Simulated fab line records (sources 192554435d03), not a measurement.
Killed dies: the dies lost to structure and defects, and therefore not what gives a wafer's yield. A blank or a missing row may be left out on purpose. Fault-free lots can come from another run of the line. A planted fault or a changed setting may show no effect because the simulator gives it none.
fab line records	flow n5_finfet
[record] lots = 24	wafers = 72	last_day = 17
route steps=1938 shown BEOL_M4@1095 BEOL_M5@1138
lots that met no fault: from a run of the same line without faults
start_h: hours from the record's first day to the start of the lot's first wafer shown	wait_h: hours since the lot's step before	" the same as in the row above	L1.1+2: several wafers, shown together as one row	- no value present, or no start provided	* or withheld: withheld	< > ~ a bound
route shown NAME@n: NAME is a module with steps in the file, n the number in the route of the first one	usual: mean/standard deviation taken from wafers without a fault	same: alike in all rows	chamber/n: place in a boat	sites: per-site readings	_std_site: their standard deviation	_edge_site: the outer-site mean with the inner-site mean subtracted	radius_mm: for every site, how far away it sits from the centre of the wafer	mask NAME#n: copy n	behind: tool/chamber where the wafer was last shaped	hold: why the lot was held/for how many hours/how that ended	device: the transistor (n, p or np) that didn't switch	end of line: the route-end tests of the same wafers	step lacking rows: just its recipe	killed: dies that structure and defects cost at the first sort, which is not the same as the wafer's yield	map: per-die view of a wafer (x killed, . not killed, _ where there is no die)
set.NAME: the setting as run; set.NAME@STEP: as run at that earlier step	model.NAME: the simulator's own value behind a step, which no gauge read
one table for each step of the route and one row for each wafer, over a sample of lots
services: the hour from which a tool's chamber was out of use, counted from the record's first day as start_h (under 0 if before that day), plus the number of hours and why
[[steps]]
[step N5_BEOL_M4_ANNEAL_91]
[recipe] temp_c = 400	time_s = 240	ambient = vacuum
[usual] heater_power_w = 820/58
lot.wafer	tool	chamber	start_h	wait_h	heater_power_w
L074.2	pvd_sputter-02	-	155.14	0.0	782
L074.3	"	-	"	"	870
L074.4	"	-	"	"	793
L075.3	pvd_sputter-01	-	157.97	0.0	802
L075.5	"	-	"	"	841
L075.6	"	-	"	"	894
L076.2	pvd_sputter-01	-	161.42	0.0	932
L076.5	"	-	"	"	882
L076.6	"	-	"	"	812
L077.2	pvd_sputter-01	-	178.03	0.0	900
L077.5	"	-	"	"	914
L077.6	"	-	"	"	870
L078.1	pvd_sputter-03	-	183.14	0.0	842
L078.3	"	-	"	"	889
L078.6	"	-	"	"	835
L079.3	pvd_sputter-02	-	185.94	0.0	734
L079.5	"	-	"	"	869
L079.6	"	-	"	"	788
L080.1	pvd_sputter-01	-	191.13	0.0	730
L080.4	"	-	"	"	899
L080.5	"	-	"	"	789
L081.2	pvd_sputter-02	-	203.00	0.0	772
L081.4	"	-	"	"	753
L081.6	"	-	"	"	879
L083.4	pvd_sputter-03	-	204.47	0.0	894
L083.5	"	-	"	"	846
L083.6	"	-	"	"	922
L082.1	pvd_sputter-03	-	207.41	0.0	763
L082.2	"	-	"	"	848
L082.4	"	-	"	"	896
L084.3	pvd_sputter-02	-	208.04	0.0	764
L084.4	"	-	"	"	872
L084.5	"	-	"	"	779
L085.2	pvd_sputter-01	-	220.57	0.0	745
L085.3	"	-	"	"	796
L085.6	"	-	"	"	732
L086.1	pvd_sputter-01	-	227.59	0.0	867
L086.2	"	-	"	"	910
L086.4	"	-	"	"	826
L087.2	pvd_sputter-03	-	234.63	0.0	782
L087.3	"	-	"	"	829
L087.6	"	-	"	"	855
L090.1	pvd_sputter-03	-	243.76	0.0	756
L090.4	"	-	"	"	847
L090.6	"	-	"	"	830
L088.1	pvd_sputter-01	-	243.97	0.0	822
L088.2	"	-	"	"	854
L088.4	"	-	"	"	752
L091.1	pvd_sputter-02	-	252.12	0.0	742
L091.3	"	-	"	"	780
L091.4	"	-	"	"	871
L089.1	pvd_sputter-03	-	254.92	0.0	884
L089.4	"	-	"	"	925
L089.6	"	-	"	"	760
L092.2	pvd_sputter-02	-	259.99	0.0	778
L092.4	"	-	"	"	779
L092.6	"	-	"	"	787
L093.1	pvd_sputter-03	-	266.90	0.0	884
L093.5	"	-	"	"	762
L093.6	"	-	"	"	854
L094.2	pvd_sputter-02	-	271.52	0.0	776
L094.3	"	-	"	"	735
L094.5	"	-	"	"	767
L095.1	pvd_sputter-02	-	278.76	0.0	786
L095.2	"	-	"	"	882
L095.4	"	-	"	"	769
L096.2	pvd_sputter-02	-	293.63	0.0	725
L096.3	"	-	"	"	769
L096.4	"	-	"	"	782
L097.2	pvd_sputter-02	-	296.17	0.0	784
L097.3	"	-	"	"	756
L097.6	"	-	"	"	768
[step N5_BEOL_M4_ANNEAL_93]
[recipe] temp_c = 400	time_s = 240	ambient = vacuum
[usual] heater_power_w = 820/58
lot.wafer	tool	chamber	start_h	wait_h	heater_power_w
L074.2	pvd_sputter-02	-	155.36	0.0	807
L074.3	"	-	"	"	874
L074.4	"	-	"	"	765
L075.3	pvd_sputter-01	-	158.19	0.0	800
L075.5	"	-	"	"	798
L075.6	"	-	"	"	879
L076.2	pvd_sputter-01	-	161.64	0.0	890
L076.5	"	-	"	"	870
L076.6	"	-	"	"	791
L077.2	pvd_sputter-01	-	178.25	0.0	858
L077.5	"	-	"	"	925
L077.6	"	-	"	"	856
L078.1	pvd_sputter-03	-	183.36	0.0	825
L078.3	"	-	"	"	883
L078.6	"	-	"	"	839
L079.3	pvd_sputter-02	-	186.16	0.0	734
L079.5	"	-	"	"	861
L079.6	"	-	"	"	787
L080.1	pvd_sputter-01	-	191.35	0.0	740
L080.4	"	-	"	"	913
L080.5	"	-	"	"	793
L081.2	pvd_sputter-02	-	203.22	0.0	770
L081.4	"	-	"	"	748
L081.6	"	-	"	"	881
L083.4	pvd_sputter-03	-	204.69	0.0	851
L083.5	"	-	"	"	839
L083.6	"	-	"	"	902
L082.1	pvd_sputter-03	-	207.63	0.0	753
L082.2	"	-	"	"	835
L082.4	"	-	"	"	911
L084.3	pvd_sputter-02	-	208.26	0.0	749
L084.4	"	-	"	"	866
L084.5	"	-	"	"	757
L085.2	pvd_sputter-01	-	220.79	0.0	735
L085.3	"	-	"	"	806
L085.6	"	-	"	"	730
L086.1	pvd_sputter-01	-	227.81	0.0	858
L086.2	"	-	"	"	892
L086.4	"	-	"	"	802
L087.2	pvd_sputter-03	-	234.85	0.0	762
L087.3	"	-	"	"	843
L087.6	"	-	"	"	833
L090.1	pvd_sputter-03	-	243.98	0.0	773
L090.4	"	-	"	"	849
L090.6	"	-	"	"	851
L088.1	pvd_sputter-01	-	244.19	0.0	813
L088.2	"	-	"	"	890
L088.4	"	-	"	"	735
L091.1	pvd_sputter-02	-	252.34	0.0	765
L091.3	"	-	"	"	772
L091.4	"	-	"	"	867
L089.1	pvd_sputter-03	-	255.16	0.0	872
L089.4	"	-	"	"	920
L089.6	"	-	"	"	775
L092.2	pvd_sputter-02	-	260.21	0.0	780
L092.4	"	-	"	"	768
L092.6	"	-	"	"	796
L093.1	pvd_sputter-03	-	267.12	0.0	922
L093.5	"	-	"	"	751
L093.6	"	-	"	"	873
L094.2	pvd_sputter-02	-	271.74	0.0	785
L094.3	"	-	"	"	758
L094.5	"	-	"	"	758
L095.1	pvd_sputter-02	-	278.98	0.0	808
L095.2	"	-	"	"	908
L095.4	"	-	"	"	792
L096.2	pvd_sputter-02	-	293.85	0.0	760
L096.3	"	-	"	"	791
L096.4	"	-	"	"	787
L097.2	pvd_sputter-02	-	296.39	0.0	780
L097.3	"	-	"	"	740
L097.6	"	-	"	"	787
[step N5_BEOL_M5_CD_MEAS_18]
[recipe] pitch_nm = 56	target_cd_nm = 28
[usual] cd_nm = 28.1/0.37
lot.wafer	tool	chamber	start_h	wait_h	cd_nm
L074.2	cd_sem-02	-	160.10	0.1	27.8
L074.3	"	-	"	"	28.5
L074.4	"	-	"	"	27.5
L075.3	cd_sem-01	-	163.78	0.1	28.1
L075.5	"	-	"	"	27.7
L075.6	"	-	"	"	27.3
L076.2	cd_sem-03	-	165.68	0.1	27.4
L076.5	"	-	"	"	28.3
L076.6	"	-	"	"	28.4
L077.2	cd_sem-03	-	182.60	0.1	28.2
L077.5	"	-	"	"	27.6
L077.6	"	-	"	"	28.4
L078.1	cd_sem-02	-	188.41	0.0	28.8
L078.3	"	-	"	"	28.6
L078.6	"	-	"	"	28.1
L079.3	cd_sem-03	-	192.45	0.1	28.6
L079.5	"	-	"	"	28.0
L079.6	"	-	"	"	28.1
L080.1	cd_sem-02	-	196.67	0.0	28.0
L080.4	"	-	"	"	28.1
L080.5	"	-	"	"	27.8
L081.2	cd_sem-03	-	207.31	0.1	27.6
L081.4	"	-	"	"	28.1
L081.6	"	-	"	"	27.7
L083.4	cd_sem-03	-	209.88	0.1	27.8
L083.5	"	-	"	"	28.0
L083.6	"	-	"	"	28.4
L082.1	cd_sem-03	-	212.98	0.0	28.0
L082.2	"	-	"	"	27.8
L082.4	"	-	"	"	28.2
L084.3	cd_sem-02	-	214.47	0.1	27.5
L084.4	"	-	"	"	27.6
L084.5	"	-	"	"	27.7
L085.2	cd_sem-01	-	225.55	0.1	28.1
L085.3	"	-	"	"	28.1
L085.6	"	-	"	"	28.0
L086.1	cd_sem-03	-	236.41	0.0	28.2
L086.2	"	-	"	"	27.8
L086.4	"	-	"	"	28.3
L087.2	cd_sem-02	-	239.17	0.1	28.0
L087.3	"	-	"	"	28.4
L087.6	"	-	"	"	28.2
L090.1	cd_sem-01	-	250.24	0.0	28.0
L090.4	"	-	"	"	27.9
L090.6	"	-	"	"	27.5
L088.1	cd_sem-02	-	250.40	0.0	28.4
L088.2	"	-	"	"	27.8
L088.4	"	-	"	"	27.8
L091.1	cd_sem-02	-	258.90	0.1	27.8
L091.3	"	-	"	"	28.4
L091.4	"	-	"	"	28.0
L089.1	cd_sem-01	-	260.02	0.0	28.2
L089.4	"	-	"	"	29.0
L089.6	"	-	"	"	28.3
L092.2	cd_sem-02	-	265.00	0.1	28.1
L092.4	"	-	"	"	28.4
L092.6	"	-	"	"	28.0
L093.1	cd_sem-02	-	272.43	0.0	28.0
L093.5	"	-	"	"	28.3
L093.6	"	-	"	"	28.7
L094.2	cd_sem-01	-	276.33	0.1	28.0
L094.3	"	-	"	"	27.7
L094.5	"	-	"	"	27.7
L095.1	cd_sem-03	-	284.56	0.0	27.9
L095.2	"	-	"	"	28.2
L095.4	"	-	"	"	27.7
L096.2	cd_sem-02	-	299.16	0.1	28.1
L096.3	"	-	"	"	28.2
L096.4	"	-	"	"	28.2
L097.2	cd_sem-03	-	313.26	0.1	28.3
L097.3	"	-	"	"	28.2
L097.6	"	-	"	"	28.3
[step N5_BEOL_M5_CD_MEAS_35]
[recipe] target_cd_nm = 28	target_cd_y_nm = 24	polarity = opening
[usual] cd_nm = 28.0/0.36
lot.wafer	tool	chamber	start_h	wait_h	cd_nm
L074.2	cd_sem-03	-	162.68	0.0	27.9
L074.3	"	-	"	"	28.1
L074.4	"	-	"	"	27.9
L075.3	cd_sem-01	-	164.94	0.0	27.8
L075.5	"	-	"	"	27.7
L075.6	"	-	"	"	27.8
L076.2	cd_sem-01	-	168.47	0.0	28.1
L076.5	"	-	"	"	28.8
L076.6	"	-	"	"	28.5
L077.2	cd_sem-01	-	183.61	0.0	28.7
L077.5	"	-	"	"	27.9
L077.6	"	-	"	"	28.3
L078.1	cd_sem-01	-	189.55	0.0	28.6
L078.3	"	-	"	"	28.9
L078.6	"	-	"	"	28.3
L079.3	cd_sem-01	-	194.25	0.0	28.2
L079.5	"	-	"	"	28.4
L079.6	"	-	"	"	28.1
L080.1	cd_sem-02	-	199.96	0.0	27.0
L080.4	"	-	"	"	27.8
L080.5	"	-	"	"	28.0
L081.2	cd_sem-02	-	208.39	0.0	27.8
L081.4	"	-	"	"	27.6
L081.6	"	-	"	"	27.4
L083.4	cd_sem-03	-	211.61	0.0	28.1
L083.5	"	-	"	"	28.1
L083.6	"	-	"	"	28.0
L082.1	cd_sem-03	-	214.12	0.0	27.9
L082.2	"	-	"	"	28.2
L082.4	"	-	"	"	28.1
L084.3	cd_sem-01	-	217.74	0.0	27.2
L084.4	"	-	"	"	27.1
L084.5	"	-	"	"	27.7
L085.2	cd_sem-03	-	226.56	0.0	28.1
L085.3	"	-	"	"	27.9
L085.6	"	-	"	"	27.5
L086.1	cd_sem-03	-	237.42	0.0	27.9
L086.2	"	-	"	"	28.1
L086.4	"	-	"	"	28.0
L087.2	cd_sem-02	-	241.59	0.0	28.1
L087.3	"	-	"	"	28.3
L087.6	"	-	"	"	28.7
L090.1	cd_sem-02	-	251.31	0.0	28.0
L090.4	"	-	"	"	28.1
L090.6	"	-	"	"	27.7
L088.1	cd_sem-03	-	251.72	0.0	28.1
L088.2	"	-	"	"	27.4
L088.4	"	-	"	"	27.6
L091.1	cd_sem-03	-	260.03	0.0	27.9
L091.3	"	-	"	"	28.1
L091.4	"	-	"	"	27.9
L089.1	cd_sem-01	-	261.08	0.0	27.9
L089.4	"	-	"	"	28.3
L089.6	"	-	"	"	28.2
L092.2	cd_sem-03	-	266.01	0.0	28.2
L092.4	"	-	"	"	27.8
L092.6	"	-	"	"	27.9
L093.1	cd_sem-02	-	273.56	0.0	28.4
L093.5	"	-	"	"	28.0
L093.6	"	-	"	"	28.4
L094.2	cd_sem-01	-	277.96	0.0	27.7
L094.3	"	-	"	"	28.1
L094.5	"	-	"	"	27.7
L095.1	cd_sem-02	-	285.78	0.0	28.0
L095.2	"	-	"	"	28.1
L095.4	"	-	"	"	28.1
L096.2	cd_sem-01	-	300.18	0.0	27.9
L096.3	"	-	"	"	28.5
L096.4	"	-	"	"	28.1
L097.2	cd_sem-01	-	314.39	0.0	28.3
L097.3	"	-	"	"	28.0
L097.6	"	-	"	"	28.4
[step N5_BEOL_M5_SPUTTER_81]
[recipe] material = Cu	target_thk_a = 150	temp_c = -20	chamber_pressure_pa = 0.07	power_w = withheld	time_s = 27.62
[usual] throttle_valve_pct = 29.5/1.1
lot.wafer	tool	chamber	start_h	wait_h	throttle_valve_pct
L074.2	pvd_sputter-01	-	164.97	0.5	27.8
L074.3	"	-	"	"	30.5
L074.4	"	-	"	"	29.5
L075.3	pvd_sputter-02	-	169.11	0.5	29.0
L075.5	"	-	"	"	28.6
L075.6	"	-	"	"	29.0
L076.2	pvd_sputter-01	-	172.77	0.5	27.9
L076.5	"	-	"	"	29.4
L076.6	"	-	"	"	27.8
L077.2	pvd_sputter-03	-	185.62	0.5	29.5
L077.5	"	-	"	"	30.0
L077.6	"	-	"	"	29.5
L078.1	pvd_sputter-03	-	192.20	0.5	32.2
L078.3	"	-	"	"	28.8
L078.6	"	-	"	"	29.5
L079.3	pvd_sputter-03	-	196.81	0.5	32.2
L079.5	"	-	"	"	29.8
L079.6	"	-	"	"	28.7
L080.1	pvd_sputter-01	-	202.38	0.5	27.9
L080.4	"	-	"	"	29.0
L080.5	"	-	"	"	28.8
L081.2	pvd_sputter-02	-	210.44	0.5	28.6
L081.4	"	-	"	"	30.7
L081.6	"	-	"	"	28.6
L083.4	pvd_sputter-01	-	214.61	0.5	30.4
L083.5	"	-	"	"	28.9
L083.6	"	-	"	"	28.0
L082.1	pvd_sputter-02	-	218.74	0.5	28.6
L082.2	"	-	"	"	28.7
L082.4	"	-	"	"	29.0
L084.3	pvd_sputter-03	-	220.53	0.5	32.0
L084.4	"	-	"	"	29.7
L084.5	"	-	"	"	28.9
L085.2	pvd_sputter-01	-	229.34	0.5	30.5
L085.3	"	-	"	"	29.2
L085.6	"	-	"	"	28.7
L086.1	pvd_sputter-02	-	239.75	0.5	30.7
L086.2	"	-	"	"	28.8
L086.4	"	-	"	"	28.3
L087.2	pvd_sputter-01	-	246.07	0.5	29.6
L087.3	"	-	"	"	27.8
L087.6	"	-	"	"	30.7
L090.1	pvd_sputter-01	-	254.10	0.5	28.0
L090.4	"	-	"	"	30.6
L090.6	"	-	"	"	28.7
L088.1	pvd_sputter-02	-	254.43	0.5	28.6
L088.2	"	-	"	"	30.6
L088.4	"	-	"	"	29.0
L091.1	pvd_sputter-01	-	262.20	0.5	28.1
L091.3	"	-	"	"	28.7
L091.4	"	-	"	"	29.6
L089.1	pvd_sputter-02	-	264.48	0.5	28.5
L089.4	"	-	"	"	30.9
L089.6	"	-	"	"	28.6
L092.2	pvd_sputter-03	-	268.72	0.5	29.7
L092.4	"	-	"	"	29.7
L092.6	"	-	"	"	29.0
L093.1	pvd_sputter-03	-	275.86	0.5	32.0
L093.5	"	-	"	"	28.7
L093.6	"	-	"	"	29.7
L094.2	pvd_sputter-01	-	280.53	0.5	28.2
L094.3	"	-	"	"	28.6
L094.5	"	-	"	"	28.0
L095.1	pvd_sputter-03	-	289.24	0.5	29.9
L095.2	"	-	"	"	32.1
L095.4	"	-	"	"	28.7
L096.2	pvd_sputter-01	-	302.44	0.5	27.7
L096.3	"	-	"	"	28.9
L096.4	"	-	"	"	30.8
L097.2	pvd_sputter-02	-	316.53	0.5	28.7
L097.3	"	-	"	"	29.0
L097.6	"	-	"	"	28.5
[step N5_BEOL_M5_PRE_CLEAN_77]
[recipe] gas = NH3/H2	time_s = 15	temp_c = *	rf_power_w = 300
[usual] heater_power_w = 75/11
lot.wafer	tool	chamber	start_h	wait_h	heater_power_w
L074.2	cvd_co-01	1	169.06	0.0	55
L074.3	"	0	"	"	66
L074.4	"	0	"	"	66
L075.3	cvd_co-01	0	173.20	0.0	67
L075.5	"	1	"	"	56
L075.6	"	2	"	"	78
L076.2	cvd_co-01	2	177.44	0.0	78
L076.5	"	0	"	"	65
L076.6	"	1	"	"	55
L077.2	cvd_co-02	2	190.06	0.0	80
L077.5	"	2	"	"	82
L077.6	"	1	"	"	88
L078.1	cvd_co-02	0	196.58	0.0	76
L078.3	"	2	"	"	81
L078.6	"	1	"	"	89
L079.3	cvd_co-02	2	200.90	0.0	83
L079.5	"	1	"	"	86
L079.6	"	0	"	"	76
L080.1	cvd_co-02	1	207.23	0.0	89
L080.4	"	2	"	"	84
L080.5	"	0	"	"	75
L081.2	cvd_co-01	2	214.53	0.0	79
L081.4	"	0	"	"	65
L081.6	"	1	"	"	55
L083.4	cvd_co-01	2	219.27	0.1	80
L083.5	"	0	"	"	65
L083.6	"	1	"	"	55
L082.1	cvd_co-02	0	223.24	0.1	74
L082.2	"	2	"	"	80
L082.4	"	0	"	"	74
L084.3	cvd_co-02	1	225.09	0.0	89
L084.4	"	1	"	"	87
L084.5	"	0	"	"	76
L085.2	cvd_co-01	0	233.56	0.0	66
L085.3	"	1	"	"	56
L085.6	"	0	"	"	65
L086.1	cvd_co-02	1	244.15	0.0	85
L086.2	"	2	"	"	81
L086.4	"	2	"	"	84
L087.2	cvd_co-01	0	250.22	0.1	66
L087.3	"	1	"	"	55
L087.6	"	1	"	"	55
L090.1	cvd_co-01	1	258.19	0.0	56
L090.4	"	1	"	"	55
L090.6	"	0	"	"	65
L088.1	cvd_co-01	0	258.53	0.0	67
L088.2	"	1	"	"	56
L088.4	"	2	"	"	79
L091.1	cvd_co-02	0	266.29	0.0	77
L091.3	"	2	"	"	81
L091.4	"	2	"	"	82
L089.1	cvd_co-01	1	269.37	0.0	56
L089.4	"	1	"	"	55
L089.6	"	0	"	"	66
L092.2	cvd_co-01	2	272.82	0.0	81
L092.4	"	2	"	"	80
L092.6	"	0	"	"	67
L093.1	cvd_co-02	1	281.07	0.0	88
L093.5	"	0	"	"	76
L093.6	"	1	"	"	87
L094.2	cvd_co-02	0	284.62	0.0	75
L094.3	"	1	"	"	88
L094.5	"	0	"	"	74
L095.1	cvd_co-02	1	293.34	0.0	87
L095.2	"	0	"	"	76
L095.4	"	1	"	"	90
L096.2	cvd_co-02	0	306.55	0.0	73
L096.3	"	1	"	"	88
L096.4	"	1	"	"	88
L097.2	cvd_co-01	0	320.64	0.0	67
L097.3	"	2	"	"	80
L097.6	"	2	"	"	79
[[services]]
tool	chamber	start_h	hours	kind
cvd_co-02	-	136.33	2.8	pm
cvd_co-01	2	164.89	2.3	repair
cvd_co-01	0	192.50	9.5	repair
pvd_sputter-02	-	284.61	5.1	repair
cvd_co-01	1	304.91	16.1	repair
[[key]]
fault none
